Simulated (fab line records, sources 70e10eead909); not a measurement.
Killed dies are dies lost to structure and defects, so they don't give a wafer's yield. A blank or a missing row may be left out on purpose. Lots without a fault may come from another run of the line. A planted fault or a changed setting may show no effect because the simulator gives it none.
fab line records | flow nand_harc
record lots=14 wafers=42 last_day=24
route steps=1159 shown A_CHANNEL_HOLE_D1@468
lots that met no fault: from a run of the same line without faults
start_h: hours from the record's first day to the start of the lot's first wafer shown | wait_h: hours since the lot's step before | " the same as in the row above | L1.1+2: a row that stands for several wafers | - no value, or no start given | * or withheld: withheld | < > ~ a bound
route shown NAME@n: a module of which the file shows steps, and the number in the route of the first | usual: mean/standard deviation of fault-free wafers | same: alike in all rows | chamber/n: place in a boat | sites: the reading at each site | _std_site: their standard deviation | _edge_site: outer sites' mean less inner sites' | radius_mm: how far each site lies from the wafer's centre | mask NAME#n: copy n | behind: the tool/chamber that last shaped the wafer | hold: why the lot was held/for how many hours/how that ended | device: the transistor (n, p or np) that didn't switch | end of line: the same wafers' tests at the end of the route | a step without rows: its recipe alone | killed: dies lost to structure and defects at the first sort, not the wafer's yield | map: a wafer's dies, x killed, . not, _ none there
set.NAME: the setting as run; set.NAME@STEP: as run at that earlier step | model.NAME: the simulator's own value behind a step, which no gauge read
steps of the route over a sample of lots; a table a step, a row a wafer
services: from which hour (start_h, from the record's first day; less than 0 if before it) a tool's chamber was out of use, for how many hours, and why
## steps
# step NHARC_A_CHANNEL_HOLE_D1_ETCH_34
# recipe target_depth_a=1540 time_s=77 cf4_flow_sccm=100 chf3_flow_sccm=30 ar_flow_sccm=0 rf_w=500 bias_w=200 chemistry=CF4/CHF3
# usual drypump_motor_current_A=5.4/0.33 oes_product_au=0.946/0.023 rf_vpp_V=372.3/1.7 run_length_s=98.2/0.41 showerhead_plenum_p_Torr=1.62/0.045 throttle_valve_pct=16.803/0.0087
# columns lot.wafer tool chamber start_h wait_h drypump_motor_current_A oes_product_au rf_hours_counter_h rf_vpp_V run_length_s showerhead_plenum_p_Torr throttle_valve_pct
L811.3 rie_diel-03 1 171.57 - 5.6 0.928 10 371.6 97.8 1.62 16.807
L811.1 " 2 " " 5.5 0.919 9 373.7 98.0 1.64 16.784
L811.5 " 1 " " 5.5 0.930 - 373.2 98.0 1.62 16.801
L813.3 rie_diel-12 3 183.88 - 4.9 0.946 8 373.6 98.6 1.62 16.823
L813.2 " 0 " " 5.7 0.945 12 374.1 98.2 1.69 16.787
L813.4 " 2 " " 5.7 0.927 11 373.0 98.6 1.66 16.808
L812.2 rie_diel-07 1 185.05 - 6.0 0.930 7 369.8 97.4 1.52 16.787
L812.3 " 3 " " 6.2 0.954 8 374.3 98.6 1.65 16.788
L812.1 " 0 " " 5.7 0.933 7 371.6 98.6 1.65 16.799
L814.1 rie_diel-03 3 194.91 - 4.9 0.917 7 373.0 98.2 1.65 16.804
L814.5 " 3 " " 5.0 0.929 - 372.6 98.4 1.65 16.794
L814.6 " 0 " " 5.3 0.921 - 370.6 98.9 1.54 16.799
L815.4 rie_diel-03 3 199.43 - 5.0 0.932 7 374.1 98.1 1.65 16.808
L815.6 " 2 " " 5.5 0.928 - 372.9 98.1 1.64 16.810
L815.5 " 3 " " 4.9 0.922 - 372.8 98.2 1.65 16.824
L816.1 rie_diel-12 2 199.60 - 5.7 0.925 12 373.6 98.3 1.66 16.806
L816.2 " 0 " " 5.7 0.935 13 374.3 98.3 1.69 16.800
L816.3 " 1 " " 5.4 0.927 11 371.1 97.9 1.62 16.801
L817.4 rie_diel-03 2 213.60 - 5.5 0.972 12 373.2 98.0 1.64 16.795
L817.1 " 3 " " 5.0 0.966 8 372.0 98.1 1.65 16.821
L817.5 " 2 " " 5.5 0.978 - 374.2 98.2 1.64 16.802
L818.1 rie_diel-12 1 213.74 - 5.4 0.985 0 372.6 98.2 1.62 16.797
L818.3 " 3 " " 4.8 0.980 0 371.7 97.9 1.62 16.812
L818.4 " 0 " " 5.7 0.983 0 374.1 98.6 1.69 16.804
L819.3 rie_diel-03 0 229.80 - 5.3 0.969 0 370.9 98.8 1.54 16.790
L819.4 " 1 " " 5.6 0.968 0 372.6 98.2 1.62 16.812
L819.6 " 3 " " 5.0 0.968 - 372.1 98.4 1.65 16.803
L821.1 rie_diel-07 2 246.49 - 5.5 0.979 0 370.0 97.5 1.59 16.807
L821.6 " 1 " " 5.9 0.982 - 368.8 97.8 1.52 16.791
L821.5 " 2 " " 5.5 0.972 - 372.1 97.7 1.59 16.805
L825.4 rie_diel-03 3 259.99 - 4.9 0.952 2 374.1 98.6 1.65 16.811
L825.2 " 0 " " 5.3 0.973 2 369.4 92.3 1.54 16.802
L825.6 " 2 " " 5.5 0.962 - 373.5 97.9 1.64 16.808
L826.1 rie_diel-03 0 266.96 - 5.3 0.965 3 370.4 92.2 1.54 16.801
L826.2 " 2 " " 5.5 0.948 3 372.2 97.7 1.64 16.789
L826.4 " 3 " " 4.9 0.978 3 373.3 98.5 1.65 16.808
L831.1 rie_diel-07 0 294.38 - 5.8 0.923 4 374.8 98.9 1.64 16.812
L831.2 " 1 " " 6.0 0.914 3 369.4 98.1 1.52 16.805
L831.6 " 3 " " 6.2 0.934 - 372.4 98.1 1.64 16.820
L832.1 rie_diel-12 0 298.61 - 5.7 0.918 9 376.1 98.1 1.69 16.801
L832.2 " 1 " " 5.4 0.925 8 371.4 97.6 1.61 16.796
L832.3 " 2 " " 5.8 0.923 7 373.1 98.1 1.65 16.799
# step NHARC_A_CHANNEL_HOLE_D1_CD_MEAS_18
# usual cd_nm=99.2/1.5
# columns lot.wafer tool chamber start_h wait_h cd_nm
L811.1 cd_sem-02 - 172.25 - 101.1
L811.3 " - " " 99.9
L811.5 " - " " 101.1
L813.2 cd_sem-01 - 184.55 - 98.2
L813.3 " - " " 99.3
L813.4 " - " " 99.8
L812.1 cd_sem-02 - 185.72 - 98.8
L812.2 " - " " 96.6
L812.3 " - " " 99.1
L814.1 cd_sem-01 - 195.58 - 100.3
L814.5 " - " " 100.7
L814.6 " - " " 100.3
L815.4 cd_sem-01 - 200.11 - 98.5
L815.5 " - " " 99.9
L815.6 " - " " 98.2
L816.1 cd_sem-03 - 200.29 - 99.0
L816.2 " - " " 97.3
L816.3 " - " " 100.1
L817.1 cd_sem-02 - 214.26 - 100.4
L817.4 " - " " 98.4
L817.5 " - " " 101.8
L818.1 cd_sem-03 - 214.42 - 102.5
L818.3 " - " " 99.7
L818.4 " - " " 99.8
L819.3 cd_sem-02 - 230.48 - 96.2
L819.4 " - " " 94.9
L819.6 " - " " 98.9
L821.1 cd_sem-02 - 247.15 - 99.0
L821.5 " - " " 97.8
L821.6 " - " " 98.1
L825.2 cd_sem-02 - 260.66 - 99.5
L825.4 " - " " 98.5
L825.6 " - " " 100.5
L826.1 cd_sem-01 - 267.64 - 101.7
L826.2 " - " " 99.6
L826.4 " - " " 98.7
L831.1 cd_sem-03 - 295.04 - 97.8
L831.2 " - " " 98.0
L831.6 " - " " 101.1
L832.1 cd_sem-03 - 299.29 - 97.8
L832.2 " - " " 100.6
L832.3 " - " " 98.7
# step NHARC_A_CHANNEL_HOLE_D1_ETCH_19
# recipe bias_v=1200 source_w=2500 pressure_mtorr=15 time_s=34.5 ar_flow_sccm=375 c4f8_flow_sccm=28.8 o2_flow_sccm=96.2 temp_c=-20 target_depth_a=* chemistry=C4F8/O2/Ar
# usual drypump_motor_current_A=6.2/0.57 run_length_s=35.7/0.5 showerhead_plenum_p_Torr=3.83/0.11 throttle_valve_pct=37.039/0.0091
# columns lot.wafer tool chamber start_h wait_h drypump_motor_current_A rf_hours_counter_h run_length_s showerhead_plenum_p_Torr throttle_valve_pct
L811.1 har_etch-02 1 172.32 0.1 6.7 97 35.9 3.93 37.026
L811.3 " 0 " " 5.4 - 36.1 3.93 37.041
L811.5 " 0 " " 5.4 - 36.2 3.93 37.048
L813.2 har_etch-01 0 184.64 0.1 6.7 191 34.8 3.66 37.034
L813.3 " 1 " " 6.1 - 36.3 3.87 37.048
L813.4 " 0 " " 6.7 - 34.7 3.66 37.031
L812.1 har_etch-02 0 185.80 0.1 5.4 102 35.7 3.93 37.057
L812.2 " 1 " " 6.7 102 35.9 3.92 37.043
L812.3 " 1 " " 6.7 - 35.7 3.92 37.023
L814.1 har_etch-01 1 195.68 0.1 6.0 198 36.5 3.87 37.033
L814.5 " 0 " " 6.7 - 34.7 3.65 37.046
L814.6 " 1 " " 6.0 - 36.4 3.87 37.054
L815.4 har_etch-02 0 200.23 0.1 5.4 - 35.8 3.92 37.042
L815.6 " 1 " " 6.8 - 35.9 3.92 37.057
L815.5 " 0 " " 5.4 - 35.8 3.92 37.032
L816.1 har_etch-01 0 200.36 0.1 6.7 201 34.9 3.65 37.023
L816.2 " 1 " " 6.1 201 36.0 3.87 37.039
L816.3 " 0 " " 6.8 - 35.2 3.65 37.041
L817.1 har_etch-02 1 214.36 0.1 6.7 113 35.6 3.92 37.043
L817.4 " 0 " " 5.3 - 35.7 3.92 37.049
L817.5 " 0 " " 5.4 - 35.8 3.92 37.049
L818.1 har_etch-01 1 214.51 0.1 6.0 205 35.8 3.86 37.053
L818.4 " 0 " " 6.7 - 34.9 3.65 37.039
L818.3 " 1 " " 6.1 - 35.9 3.86 37.031
L819.3 har_etch-02 0 230.58 0.1 5.4 - 35.6 3.91 37.043
L819.4 " 1 " " 6.7 - 36.0 3.91 37.025
L819.6 " 1 " " 6.7 - 35.7 3.91 37.044
L821.1 har_etch-02 0 247.25 0.1 5.3 127 35.8 3.91 37.042
L821.5 " 1 " " 6.7 - 35.8 3.91 37.041
L821.6 " 0 " " 5.4 - 35.8 3.91 37.047
L825.2 har_etch-02 0 260.73 0.1 5.4 136 36.0 3.91 37.035
L825.4 " 0 " " 5.4 - 35.7 3.91 37.053
L825.6 " 0 " " 5.4 - 35.7 3.90 37.029
L826.1 har_etch-02 0 267.71 0.1 5.4 140 35.7 3.90 37.044
L826.2 " 1 " " 6.7 140 35.8 3.90 37.026
L826.4 " 1 " " 6.7 - 35.8 3.90 37.036
L831.2 har_etch-01 0 295.13 0.1 6.7 242 34.8 3.63 37.023
L831.1 " 1 " " 6.1 242 36.2 3.84 37.026
L831.6 " 0 " " 6.8 - 34.7 3.63 37.046
L832.1 har_etch-02 0 299.36 0.1 5.4 154 35.8 3.89 37.040
L832.2 " 1 " " 6.7 154 36.1 3.89 37.045
L832.3 " 0 " " 5.4 - 35.7 3.89 37.045
# step NHARC_A_CHANNEL_HOLE_D1_ETCH_44
# recipe target_depth_a=1400 overetch_a=140 time_s=77 ion_energy_ev=100 cf4_flow_sccm=80 o2_flow_sccm=20 ar_flow_sccm=0 rf_w=300 bias_w=100 chemistry=CF4/O2
# usual drypump_motor_current_A=5.6/0.38 oes_product_au=0.999/0.0071 rf_vpp_V=198.6/1.1 run_length_s=98.2/0.38 showerhead_plenum_p_Torr=1.37/0.043 throttle_valve_pct=13.397/0.0093
# columns lot.wafer tool chamber start_h wait_h drypump_motor_current_A oes_product_au rf_hours_counter_h rf_vpp_V run_length_s showerhead_plenum_p_Torr throttle_valve_pct
L811.1 rie_diel-03 3 177.04 0.1 4.9 0.991 6 198.6 98.5 1.41 13.409
L811.3 " 2 " " 5.5 1.000 10 199.7 98.2 1.40 13.378
L811.5 " 0 " " 5.3 0.990 - 197.9 98.7 1.30 13.396
L813.3 rie_diel-03 1 189.34 0.1 5.6 1.003 11 198.5 97.7 1.37 13.398
L813.2 " 3 " " 5.0 0.995 6 199.8 98.2 1.40 13.384
L813.4 " 0 " " 5.3 0.991 10 197.0 98.8 1.30 13.382
L812.3 rie_diel-12 3 190.56 0.1 4.9 1.000 9 199.2 97.8 1.38 13.402
L812.1 " 0 " " 5.7 1.004 13 200.7 98.3 1.44 13.394
L812.2 " 1 " " 5.4 1.013 10 199.1 97.9 1.37 13.420
L814.1 rie_diel-07 1 200.40 0.1 5.9 0.989 9 197.6 98.1 1.29 13.384
L814.5 " 3 " " 6.2 0.998 - 197.7 98.3 1.40 13.408
L814.6 " 0 " " 5.8 1.002 - 199.7 98.4 1.40 13.401
L815.4 rie_diel-07 2 204.94 0.1 5.5 0.998 10 198.6 97.5 1.35 13.396
L815.5 " 0 " " 5.8 1.006 - 198.4 98.3 1.40 13.381
L815.6 " 1 " " 6.0 1.008 - 197.2 97.9 1.29 13.396
L816.2 rie_diel-07 1 205.42 0.1 6.0 0.996 9 196.9 98.3 1.29 13.392
L816.3 " 2 " " 5.5 1.000 10 197.4 97.6 1.35 13.403
L816.1 " 3 " " 6.2 0.999 10 199.0 98.7 1.40 13.388
L817.1 rie_diel-07 1 219.07 0.1 5.9 1.002 10 195.8 97.4 1.29 13.388
L817.4 " 3 " " 6.2 1.002 10 200.1 98.2 1.40 13.382
L817.5 " 1 " " 6.0 1.000 - 197.0 97.8 1.29 13.398
L818.3 rie_diel-12 1 219.23 0.1 5.4 1.004 1 198.8 98.1 1.37 13.398
L818.4 " 2 " " 5.8 1.009 2 199.0 98.6 1.41 13.413
L818.1 " 3 " " 4.9 1.005 1 199.3 98.0 1.38 13.404
L819.3 rie_diel-03 2 235.29 0.1 5.4 0.997 1 198.4 98.4 1.40 13.393
L819.4 " 3 " " 4.9 0.998 1 199.0 98.8 1.40 13.397
L819.6 " 1 " " 5.6 1.007 - 200.3 98.0 1.37 13.398
L821.1 rie_diel-07 2 251.95 0.1 5.5 1.000 1 197.7 97.9 1.35 13.398
L821.5 " 0 " " 5.7 0.999 - 199.4 98.3 1.40 13.417
L821.6 " 1 " " 5.9 1.003 - 196.6 97.5 1.29 13.399
L825.2 rie_diel-07 2 265.46 0.1 5.5 1.002 1 198.1 97.8 1.35 13.386
L825.4 " 3 " " 6.2 0.985 2 198.4 98.2 1.40 13.385
L825.6 " 3 " " 6.2 0.998 - 198.4 98.2 1.40 13.412
L826.4 rie_diel-07 3 272.44 0.1 6.2 1.012 2 199.6 98.4 1.40 13.392
L826.2 " 1 " " 5.9 0.986 2 197.4 97.7 1.29 13.393
L826.1 " 2 " " 5.5 1.002 2 198.8 97.8 1.34 13.395
L831.2 rie_diel-07 0 299.88 0.1 5.7 1.013 4 199.2 98.7 1.40 13.420
L831.1 " 1 " " 5.9 1.003 4 196.8 97.6 1.29 13.401
L831.6 " 2 " " 5.5 0.993 - 199.1 97.6 1.34 13.385
L832.2 rie_diel-07 3 304.11 0.1 6.2 1.000 3 199.3 98.0 1.40 13.405
L832.1 " 0 " " 5.8 0.997 4 199.3 98.9 1.40 13.410
L832.3 " 1 " " 6.0 0.992 4 196.2 98.1 1.29 13.394
## services
# columns tool chamber start_h hours kind
rie_diel-03 2 158.31 7.9 repair
rie_diel-07 0 158.38 - clean
rie_diel-07 1 158.38 - clean
rie_diel-07 2 158.38 - clean
rie_diel-07 3 158.38 - clean
rie_diel-07 0 182.88 - clean
rie_diel-07 1 182.88 - clean
rie_diel-07 2 182.88 - clean
rie_diel-07 3 182.88 - clean
rie_diel-12 1 185.21 3.9 repair
rie_diel-12 - 202.41 9.0 pm
rie_diel-07 1 207.07 8.9 repair
rie_diel-07 0 207.38 - clean
rie_diel-07 2 207.38 - clean
rie_diel-07 3 207.38 - clean
rie_diel-03 - 215.30 9.0 pm
rie_diel-07 - 228.26 9.0 pm
rie_diel-07 0 228.26 9.0 vent_cycle
rie_diel-07 1 228.26 9.0 vent_cycle
rie_diel-07 2 228.26 9.0 vent_cycle
rie_diel-07 3 228.26 9.0 vent_cycle
rie_diel-12 2 236.60 9.6 repair
rie_diel-07 0 237.26 - clean
rie_diel-03 0 285.91 1.9 repair
## key
first_sign step=NHARC_A_CHANNEL_HOLE_D1_ETCH_34 reading=run_length_s direction=down sigmas=15 usual=* struck=*
effect none on later readings
met_at NHARC_A_CHANNEL_HOLE_D1_ETCH_34
struck_lots L825,L826
struck_wafers L825.2,L826.1
sort_left_out L825.2,L826.1
tester_left_out L825,L826
not_acting_at NHARC_A_CHANNEL_HOLE_D1_CD_MEAS_18,NHARC_A_CHANNEL_HOLE_D1_ETCH_19,NHARC_A_CHANNEL_HOLE_D1_ETCH_44
onset_between 229.80 259.99
fault kind=process_parameter_drift tool=rie_diel-03 chamber=0 onset_h=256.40 steps=NHARC_A_CHANNEL_HOLE_D1_ETCH_34 channel=time_s offset=* shape=step end_h=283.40 acts_in=* stated=*
# tester_left_out: of these lots the tester's yield and bins aren't shown, on N5 and GAA mostly nor the transistor test; their killed dies are dies lost to structure and defects alone, not to doping, threshold or leakage, so they don't give the yield
# sort_left_out: the simulated sort isn't trusted on such a fault, so these wafers' sort isn't shown, and their yield isn't known
